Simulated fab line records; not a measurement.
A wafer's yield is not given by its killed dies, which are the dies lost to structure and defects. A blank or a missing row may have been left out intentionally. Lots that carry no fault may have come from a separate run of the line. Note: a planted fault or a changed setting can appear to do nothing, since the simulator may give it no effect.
Split-lot study    flow n5-finfet    21 wafers read from 7 lots, route of 1938 steps

THE SPLIT ITSELF
At N5_BEOL_M5_COAT_66 (time 60 s, resist thk 12 nm), the setting spin-rpm was moved away from the recipe's 1500 rpm on 6 of the 21 wafers read, by -7.4% to +4.9%. The other wafers ran this setting at the recipe's value.

FROM THE SPLIT TO THE READING: what the file shows between them, 5 steps
- N5_BEOL_M5_COAT_22: resist thk 30 nm (also split here: spin-rpm)
- N5_BEOL_M5_EBR_24
- N5_BEOL_M5_SOFTBAKE_23: time 60 s
- N5_BEOL_M5_DESCUM_33: chemistry O2, time 7 s
- N5_BEOL_M5_ETCH_75: etches underlayer in N2/H2, target depth 6.5 nm, time 5.2 s

THE READING
etch.depth-nm (the simulator's own value, which no gauge read), in nm, at N5_BEOL_M5_ETCH_67 (etches SiARC in CF4, target depth 15.6 nm, time 26 s). The file does not state a usual value for it. Here, 15 wafers ran the recipe; their average is 11.98 nm with a standard deviation of 0.045 nm.

wafer   tool, chamber at the split  spin-rpm as run, rpm  against the recipe  etch.depth-nm, nm  against lot-mates on the recipe
L075.1  litho-track-05, 0           1500                  recipe              11.96              -
L075.2  litho-track-05, 0           1500                  recipe              11.94              -
L075.3  litho-track-05, 0           1500                  recipe              11.98              -
L076.2  litho-track-01, 0           1500                  recipe              12.09              -
L076.3  litho-track-01, 0           1500                  recipe              12.05              -
L076.6  litho-track-01, 0           1549                  +3.3%               11.86              -0.21
L077.1  litho-track-02, 0           1574                  +4.9%               11.71              -0.27
L077.5  litho-track-02, 0           1574                  +4.9%               11.69              -0.29
L077.6  litho-track-02, 0           1500                  recipe              11.98              -
L081.4  litho-track-01, 0           1500                  recipe              12.02              -
L081.5  litho-track-01, 0           1500                  recipe              12.04              -
L081.6  litho-track-01, 0           1573                  +4.9%               11.72              -0.31
L080.1  litho-track-02, 0           1500                  recipe              11.92              -
L080.3  litho-track-02, 0           1500                  recipe              11.96              -
L080.6  litho-track-02, 0           1500                  recipe              11.93              -
L084.1  litho-track-02, 0           1500                  recipe              11.98              -
L084.5  litho-track-02, 0           1500                  recipe              11.98              -
L084.6  litho-track-02, 0           1389                  -7.4%               12.44              +0.46
L092.2  litho-track-05, 0           1547                  +3.1%               11.81              -0.15
L092.3  litho-track-05, 0           1500                  recipe              11.97              -
L092.4  litho-track-05, 0           1500                  recipe              11.96              -

THE FIT
A straight line over all 21 wafers: etch.depth-nm changes by -0.0575 nm for each +1% of spin-rpm; r = -0.96; the points scatter about the line by 0.043 nm.
The same after taking each lot's own level away (the mean of its wafers on the recipe; 21 wafers): -0.0602 nm for each +1%; r = -0.99; scatter 0.017 nm.
The reading moves by 0.45 nm for the largest change in spin-rpm, on that fit.
The lots' own levels span 11.937 to 12.070 nm, that is 2.9 times the standard deviation above.
So the lot-to-lot level changes the slope little: the two slopes agree.
Check: for one of the wafers moved furthest among these (-7.4%), held out of the fit, the line's prediction against its lot-mates is +0.434 nm. It came out at +0.46 nm against them.

THE OTHER SPLITS THESE WAFERS WENT THROUGH
Other splits were also applied to these wafers ahead of the reading. Each is held against what the fit with the lots' levels taken away leaves over:
other split on the same wafers  wafers away from the commonest value  r with etch.depth-nm (lot level and that fit taken away)
N5_BEOL_M4_COAT_22 spin-rpm     8                                     +0.24
N5_BEOL_M5_COAT_22 spin-rpm     9                                     -0.02

THE WHOLE CHAIN: every reading that the file lists as answering this split, in the file's order
step                what it does                                          reading                                                                           change (the file's fit)                 r (the file's)
N5_BEOL_M5_COAT_66  time 60 s, resist thk 12 nm                           SiARC_of_BEOL_M5_COAT_66.thk-nm (the simulator's own value, which no gauge read)  -0.0543 nm for each +1% of the setting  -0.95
N5_BEOL_M5_ETCH_67  etches SiARC in CF4, target depth 15.6 nm, time 26 s  etch.depth-nm (the simulator's own value, which no gauge read)                    -0.0607 nm for each +1% of the setting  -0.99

FILE'S OWN FIT
etch.depth-nm changes by -0.0607 nm for each +1% of spin-rpm, r = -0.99.
